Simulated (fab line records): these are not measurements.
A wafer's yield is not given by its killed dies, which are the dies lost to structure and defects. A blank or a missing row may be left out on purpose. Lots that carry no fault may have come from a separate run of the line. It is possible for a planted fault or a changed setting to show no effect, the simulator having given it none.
Check for tools in common / flow n5 finfet / 11 lots, 29 wafers sampled

## REASON FOR OPENING
2 of 11 lots carry a flag on the reading M2_ILD_THK at N5_BEOL_M2_THK_MEAS_01. No-fault wafers: 78.6 nm, standard deviation 1.
Rule: a lot is flagged in two cases, either no wafer of it has a number, or all its wafers with numbers fall more than 4 standard deviations from that mean. As for the other lots, they are considered sound.

lot=L411; measured=day 6 13:52; on=film metro-01; M2_ILD_THK (nm), wafer by wafer=77.9 78.0 78.7; flag=
lot=L413; measured=day 6 21:43; on=film metro-01; M2_ILD_THK (nm), wafer by wafer=78.4 79.7 78.8; flag=
lot=L415; measured=day 7 15:49; on=film metro-01; M2_ILD_THK (nm), wafer by wafer=77.1 79.1; flag=
lot=L417; measured=day 7 22:57; on=film metro-01; M2_ILD_THK (nm), wafer by wafer=78.8 80.1; flag=
lot=L418; measured=day 8 01:41; on=film metro-01; M2_ILD_THK (nm), wafer by wafer=79.4 79.3; flag=
lot=L420; measured=day 8 17:41; on=film metro-02; M2_ILD_THK (nm), wafer by wafer=158.8 162.0 158.9; flag=FLAGGED
lot=L419; measured=day 9 02:07; on=film metro-02; M2_ILD_THK (nm), wafer by wafer=78.6 78.9 80.4; flag=
lot=L423; measured=day 9 20:17; on=film metro-02; M2_ILD_THK (nm), wafer by wafer=79.1 81.0; flag=
lot=L429; measured=day 11 11:15; on=film metro-02; M2_ILD_THK (nm), wafer by wafer=158.0 156.3 159.3; flag=FLAGGED
lot=L431; measured=day 12 05:11; on=film metro-02; M2_ILD_THK (nm), wafer by wafer=77.8 77.2 79.2; flag=
lot=L432; measured=day 12 05:27; on=film metro-01; M2_ILD_THK (nm), wafer by wafer=79.3 81.3 80.4; flag=
The numbers of the flagged lots are 158.9 nm on average: +80.3 nm against the usual, or +80 standard deviations.

## EACH LOT AND THE TOOL IT RAN ON
The record holds 3 process steps before the reading, out of a route of 1938 steps. Each cell gives the tool, then ch followed by the chambers the sampled wafers passed through, then the start.
lot=L411; flag=; N5_BEOL_M1_CMP_52=cmp-03 ch 0,1, day 6 13:11; N5_BEOL_M1_CO_CAP_55=cvd co-01 ch 0,2, day 6 13:34; N5_BEOL_M2_ILD_DEP_00=pecvd-04 ch 0,1, day 6 13:48
lot=L413; flag=; N5_BEOL_M1_CMP_52=cmp-03 ch 0,1, day 6 21:02; N5_BEOL_M1_CO_CAP_55=cvd co-02 ch 0,1, day 6 21:24; N5_BEOL_M2_ILD_DEP_00=pecvd-04 ch 0,1,2, day 6 21:39
lot=L415; flag=; N5_BEOL_M1_CMP_52=cmp-03 ch 0,2, day 7 15:10; N5_BEOL_M1_CO_CAP_55=cvd co-02 ch 0,1, day 7 15:30; N5_BEOL_M2_ILD_DEP_00=pecvd-03 ch 0,2, day 7 15:45
lot=L417; flag=; N5_BEOL_M1_CMP_52=cmp-04 ch 0,1, day 7 22:14; N5_BEOL_M1_CO_CAP_55=cvd co-01 ch 1,2, day 7 22:38; N5_BEOL_M2_ILD_DEP_00=pecvd-03 ch 1,2, day 7 22:53
lot=L418; flag=; N5_BEOL_M1_CMP_52=cmp-03 ch 1,2, day 8 01:05; N5_BEOL_M1_CO_CAP_55=cvd co-01 ch 0,2, day 8 01:25; N5_BEOL_M2_ILD_DEP_00=pecvd-03 ch 0,1, day 8 01:38
lot=L420; flag=FLAGGED; N5_BEOL_M1_CMP_52=cmp-03 ch 0,1,2, day 8 16:35; N5_BEOL_M1_CO_CAP_55=cvd co-02 ch 0,1,2, day 8 16:57; N5_BEOL_M2_ILD_DEP_00=pecvd-04 ch 0,2, day 8 17:14
lot=L419; flag=; N5_BEOL_M1_CMP_52=cmp-04 ch 0,2,3, day 9 01:28; N5_BEOL_M1_CO_CAP_55=cvd co-02 ch 1,2, day 9 01:47; N5_BEOL_M2_ILD_DEP_00=pecvd-04 ch 0,1,2, day 9 02:02
lot=L423; flag=; N5_BEOL_M1_CMP_52=cmp-01 ch 0, day 9 19:34; N5_BEOL_M1_CO_CAP_55=cvd co-02 ch 0, day 9 19:58; N5_BEOL_M2_ILD_DEP_00=pecvd-04 ch 0,1, day 9 20:12
lot=L429; flag=FLAGGED; N5_BEOL_M1_CMP_52=cmp-04 ch 0,1,2, day 11 10:22; N5_BEOL_M1_CO_CAP_55=cvd co-01 ch 1,2, day 11 10:42; N5_BEOL_M2_ILD_DEP_00=pecvd-03 ch 0,2, day 11 10:56
lot=L431; flag=; N5_BEOL_M1_CMP_52=cmp-01 ch 0,2, day 12 04:26; N5_BEOL_M1_CO_CAP_55=cvd co-01 ch 1, day 12 04:50; N5_BEOL_M2_ILD_DEP_00=pecvd-03 ch 0,1, day 12 05:07
lot=L432; flag=; N5_BEOL_M1_CMP_52=cmp-03 ch 0,1,2, day 12 04:52; N5_BEOL_M1_CO_CAP_55=cvd co-02 ch 0,1,2, day 12 05:10; N5_BEOL_M2_ILD_DEP_00=pecvd-03 ch 0,1,2, day 12 05:24
These steps, and what they do:
- N5_BEOL_M1_CMP_52: polishes, stops on SiOC, t overpolish 6.8 s, target thk 40 nm.
- N5_BEOL_M1_CO_CAP_55: material Co, precursor CCTBA/H2, target thk 2 nm, time 102.1 s.
- N5_BEOL_M2_ILD_DEP_00: deposits SiOC from DEMS/O2, target thk 79 nm, time 15.3 s.
- N5_BEOL_M2_THK_MEAS_01

## FLAGGED AGAINST TOTAL, ONE TOOL AT A TIME (gauges that did the reading follow at the end)
step=N5_BEOL_M1_CMP_52; tool=cmp-01; lots run=2; flagged=0; share of the flagged lots=none; sound lots run after its first flagged lot=-
step=N5_BEOL_M1_CMP_52; tool=cmp-03; lots run=6; flagged=1; share of the flagged lots=some; sound lots run after its first flagged lot=1 (L432)
step=N5_BEOL_M1_CMP_52; tool=cmp-04; lots run=3; flagged=1; share of the flagged lots=some; sound lots run after its first flagged lot=0
step=N5_BEOL_M1_CO_CAP_55; tool=cvd co-01; lots run=5; flagged=1; share of the flagged lots=some; sound lots run after its first flagged lot=1 (L431)
step=N5_BEOL_M1_CO_CAP_55; tool=cvd co-02; lots run=6; flagged=1; share of the flagged lots=some; sound lots run after its first flagged lot=3 (L419,L423,L432)
step=N5_BEOL_M2_ILD_DEP_00; tool=pecvd-03; lots run=6; flagged=1; share of the flagged lots=some; sound lots run after its first flagged lot=2 (L431,L432)
step=N5_BEOL_M2_ILD_DEP_00; tool=pecvd-04; lots run=5; flagged=1; share of the flagged lots=some; sound lots run after its first flagged lot=2 (L419,L423)
step=N5_BEOL_M2_THK_MEAS_01; tool=film metro-01; lots run=6; flagged=0; share of the flagged lots=none; sound lots run after its first flagged lot=-
step=N5_BEOL_M2_THK_MEAS_01; tool=film metro-02; lots run=5; flagged=2; share of the flagged lots=all; sound lots run after its first flagged lot=3 (L419,L423,L431)

## WHAT THE TABLE PERMITS
All flagged lots share 1 row of the table, namely film metro-02 at N5_BEOL_M2_THK_MEAS_01.
- film metro-02 at N5_BEOL_M2_THK_MEAS_01 ran 5 lots, 2 of them flagged. Lots that were sound ran on it after the first flagged one (L419, L423, L431); a persistent fault on the entire tool would not allow that.
There is no row in the table that ran each flagged lot and no sound lot after the first.

## WHAT WAS PUT IN BY THE SIMULATOR
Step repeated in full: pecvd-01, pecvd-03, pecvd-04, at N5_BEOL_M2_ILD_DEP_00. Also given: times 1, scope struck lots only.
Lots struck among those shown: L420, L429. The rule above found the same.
